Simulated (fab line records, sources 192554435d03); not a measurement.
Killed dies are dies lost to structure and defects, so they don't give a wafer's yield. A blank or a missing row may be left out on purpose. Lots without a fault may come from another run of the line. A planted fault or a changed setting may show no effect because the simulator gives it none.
Split-lot experiment | flow n5_finfet | 7 lots, 39 wafers read, on a route of 1938 steps

THE SPLIT
At N5_PASSIVATION_AL_DEP_21 (deposits Al, target thk 2800 nm, time 170 s), the setting time_s was moved away from the recipe's 170 s on 18 of the 39 wafers read, by -30.6% to +59.0%. The other wafers ran this setting at the recipe's value.

The reading is taken at the split's own step.

THE READING
Al_of_PASSIVATION_AL_DEP_21.thk_nm (the simulator's own value, which no gauge read), in nm, at N5_PASSIVATION_AL_DEP_21 (deposits Al, target thk 2800 nm, time 170 s). The file gives no usual value for it. The 21 wafers here that ran the recipe average 2783 nm, standard deviation 34 nm.

wafer  | tool, chamber at the split | time_s as run, s | against the recipe | Al_of_PASSIVATION_AL_DEP_21.thk_nm, nm | against lot-mates on the recipe
L074.1 | pvd_sputter-01, -          | 170              | recipe             | 2787                                   | -
L074.5 | pvd_sputter-01, -          | 170              | recipe             | 2787                                   | -
L074.2 | pvd_sputter-01, -          | 117.9            | -30.6%             | 1942                                   | -864
L074.3 | pvd_sputter-01, -          | 170              | recipe             | 2844                                   | -
L074.4 | pvd_sputter-01, -          | 117.9            | -30.6%             | 1945                                   | -861
L074.6 | pvd_sputter-01, -          | 117.9            | -30.6%             | 1934                                   | -872
L076.1 | pvd_sputter-03, -          | 170              | recipe             | 2756                                   | -
L076.2 | pvd_sputter-03, -          | 170              | recipe             | 2741                                   | -
L076.3 | pvd_sputter-03, -          | 270.3            | +59.0%             | 4405                                   | +1661
L076.4 | pvd_sputter-03, -          | 270.3            | +59.0%             | 4387                                   | +1643
L076.5 | pvd_sputter-03, -          | 270.3            | +59.0%             | 4415                                   | +1671
L076.6 | pvd_sputter-03, -          | 170              | recipe             | 2736                                   | -
L082.1 | pvd_sputter-01, -          | 121              | -28.8%             | 1986                                   | -804
L082.2 | pvd_sputter-01, -          | 170              | recipe             | 2825                                   | -
L082.3 | pvd_sputter-01, -          | 121              | -28.8%             | 2030                                   | -760
L082.4 | pvd_sputter-01, -          | 170              | recipe             | 2759                                   | -
L082.5 | pvd_sputter-01, -          | 121              | -28.8%             | 1963                                   | -827
L082.6 | pvd_sputter-01, -          | 170              | recipe             | 2786                                   | -
L084.1 | pvd_sputter-01, -          | 170              | recipe             | 2778                                   | -
L084.2 | pvd_sputter-01, -          | 170              | recipe             | 2819                                   | -
L084.5 | pvd_sputter-01, -          | 170              | recipe             | 2823                                   | -
L086.1 | pvd_sputter-01, -          | 242.2            | +42.5%             | 4001                                   | +1235
L086.2 | pvd_sputter-01, -          | 242.2            | +42.5%             | 3921                                   | +1155
L086.3 | pvd_sputter-01, -          | 170              | recipe             | 2779                                   | -
L086.4 | pvd_sputter-01, -          | 242.2            | +42.5%             | 3993                                   | +1227
L086.5 | pvd_sputter-01, -          | 170              | recipe             | 2755                                   | -
L086.6 | pvd_sputter-01, -          | 170              | recipe             | 2765                                   | -
L091.1 | pvd_sputter-01, -          | 170              | recipe             | 2823                                   | -
L091.2 | pvd_sputter-01, -          | 170              | recipe             | 2770                                   | -
L091.3 | pvd_sputter-01, -          | 170              | recipe             | 2844                                   | -
L091.4 | pvd_sputter-01, -          | 132.8            | -21.9%             | 2216                                   | -596
L091.5 | pvd_sputter-01, -          | 132.8            | -21.9%             | 2156                                   | -656
L091.6 | pvd_sputter-01, -          | 132.8            | -21.9%             | 2217                                   | -595
L093.1 | pvd_sputter-03, -          | 265.5            | +56.2%             | 4294                                   | +1538
L093.2 | pvd_sputter-03, -          | 170              | recipe             | 2747                                   | -
L093.3 | pvd_sputter-03, -          | 265.5            | +56.2%             | 4314                                   | +1558
L093.4 | pvd_sputter-03, -          | 170              | recipe             | 2783                                   | -
L093.5 | pvd_sputter-03, -          | 170              | recipe             | 2738                                   | -
L093.6 | pvd_sputter-03, -          | 265.5            | +56.2%             | 4344                                   | +1588

THE FIT
A straight line over all 39 wafers: Al_of_PASSIVATION_AL_DEP_21.thk_nm changes by +27.5 nm for each +1% of time_s; r = +1.00; the points scatter about the line by 31 nm.
The same after taking each lot's own level away (the mean of its wafers on the recipe; 39 wafers): +28 nm for each +1%; r = +1.00; scatter 25 nm.
On that fit, the largest move of time_s shifts the reading by 1.7e+03 nm.
The lots' own levels span 2744.3 to 2812.3 nm, that is 2.0 times the standard deviation above.
So the lot-to-lot level changes the slope little: the two slopes agree.
Check: with one of the wafers moved furthest among these (+59.0%) left out of the fit, the line predicts +1.65e+03 nm for it against its lot-mates. It came out at +1.66e+03 nm against them.

OTHER SPLITS ON THESE WAFERS
These wafers also went through other splits before the reading. Each is held against what the fit with the lots' levels taken away leaves over:
other split on the same wafers      | wafers away from the commonest value | r with Al_of_PASSIVATION_AL_DEP_21.thk_nm (lot level and that fit taken away)
N5_BEOL_M15_ILD_DEP_00 target_thk_a | 6                                    | -0.03

THE WHOLE CHAIN: every reading that the file lists as answering this split, in the file's order
step                     | what it does                                            | reading                                                                             | change (the file's fit)                                                           | r (the file's)
N5_PASSIVATION_AL_DEP_21 | deposits Al, target thk 2800 nm, time 170 s             | Al_of_PASSIVATION_AL_DEP_21.thk_nm (the simulator's own value, which no gauge read) | +28 nm for each +1% of the setting                                                | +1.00
N5_PASSIVATION_ETCH_59   | etches TaN in Cl2/BCl3, target depth 65 nm, time 34.9 s | oes_product_au                                                                      | not straight: 0.70 at the lowest setting, 0.75 at the recipe, 0.22 at the highest | not given

THE FILE'S OWN FIT
Al_of_PASSIVATION_AL_DEP_21.thk_nm changes by +28 nm for each +1% of time_s, r = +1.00.
